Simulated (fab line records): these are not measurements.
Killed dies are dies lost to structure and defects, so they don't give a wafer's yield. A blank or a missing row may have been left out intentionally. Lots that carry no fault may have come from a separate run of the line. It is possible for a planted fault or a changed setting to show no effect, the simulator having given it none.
Matching of chambers	flow nandHarc	4 sister chambers for NHARC_A_CHANNEL_HOLE_D1_ETCH_16 on rieDiel-11
The step etches the open film in O2/COS, target depth 3100 nm, time 806 s. 4 wafers are shown with their chamber, then 8 later ones without.

== WAFERS PAIRED WITH THEIR CHAMBERS ==
wafer	chamber	drypumpMotorCurrentA (A)
L112.2	2	5.2
L125.1	1	6.7
L125.4	0	5.9
L126.1	3	5.0

== WAFERS WITH NO CHAMBER GIVEN ==
wafer	drypumpMotorCurrentA (A)
L126.3	5.9
L126.5	5.2
L127.3	5.2
L127.4	5.1
L127.5	5.9
L128.1	5.1
L128.4	5.2
L128.5	5.2

== THE CHAMBER EACH PASSED THROUGH ==
wafer	from the rows above	in truth
L126.3	0	0
L126.5	2	2
L127.3	2	2
L127.4	can't be placed: 3 or 2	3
L127.5	0	0
L128.1	can't be placed: 3 or 2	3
L128.4	2	2
L128.5	2	2
Correctly placed: 6 of 8. From these rows, 2 cannot be placed; in 2 the true chamber is one of the candidates. Number placed wrongly: 0.
How it was worked out, from the rows above alone: a wafer's distance from a chamber is the root of the sum, over the readings, of the square of ((its reading less the chamber's mean) divided by the reading's scatter). The wafer belongs to the nearest chamber; if the next one is less than 2 further off, it can't be placed. A chamber's mean is the mean of its shown wafers. The scatter: root of mean squared gap, hidden wafer to nearest shown wafer, with one shown wafer a chamber.
